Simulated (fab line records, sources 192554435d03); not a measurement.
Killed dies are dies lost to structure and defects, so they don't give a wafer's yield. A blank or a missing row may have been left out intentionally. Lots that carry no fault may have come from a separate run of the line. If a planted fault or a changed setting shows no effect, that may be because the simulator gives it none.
Matching of chambers -- flow n5-finfet -- N5_BEOL_M9_DESCUM_16 on rie-diel-02 has 4 sister chambers
The step chemistry O2, time 7.9 s. 4 wafers are shown with their chamber, then 9 later ones without.

## EACH WAFER AND ITS CHAMBER
wafer,chamber,showerhead-plenum-p-Torr (Torr)
L083.5,0,1.92
L090.1,3,2.08
L090.2,2,2.04
L090.3,1,2.04

## WAFERS WITHOUT THEIR CHAMBER
wafer,showerhead-plenum-p-Torr (Torr)
L093.1,2.04
L093.4,1.91
L093.6,2.04
L094.2,2.04
L094.3,1.91
L094.6,2.04
L097.2,2.08
L097.3,2.03
L097.5,2.08

## WHICH CHAMBER EACH WENT THROUGH
wafer,from the rows above,in truth
L093.1,can't be placed: 1 or 2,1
L093.4,0,0
L093.6,can't be placed: 1 or 2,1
L094.2,can't be placed: 1 or 2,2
L094.3,0,0
L094.6,can't be placed: 1 or 2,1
L097.2,3,3
L097.3,can't be placed: 1 or 2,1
L097.5,3,3
4 of 9 placed correctly. These rows do not allow placing 5 (true chamber among the candidates in 5). Placed wrongly: 0.
How it was worked out, from the rows above alone: a wafer's distance from a chamber is the root of the sum, over the readings, of the square of ((its reading less the chamber's mean) divided by the reading's scatter). The wafer belongs to the nearest chamber; if the next one is less than 2 further off, it can't be placed. Each chamber's mean is taken over the wafers shown for it. The scatter: root of mean squared gap, hidden wafer to nearest shown wafer, with one shown wafer a chamber.
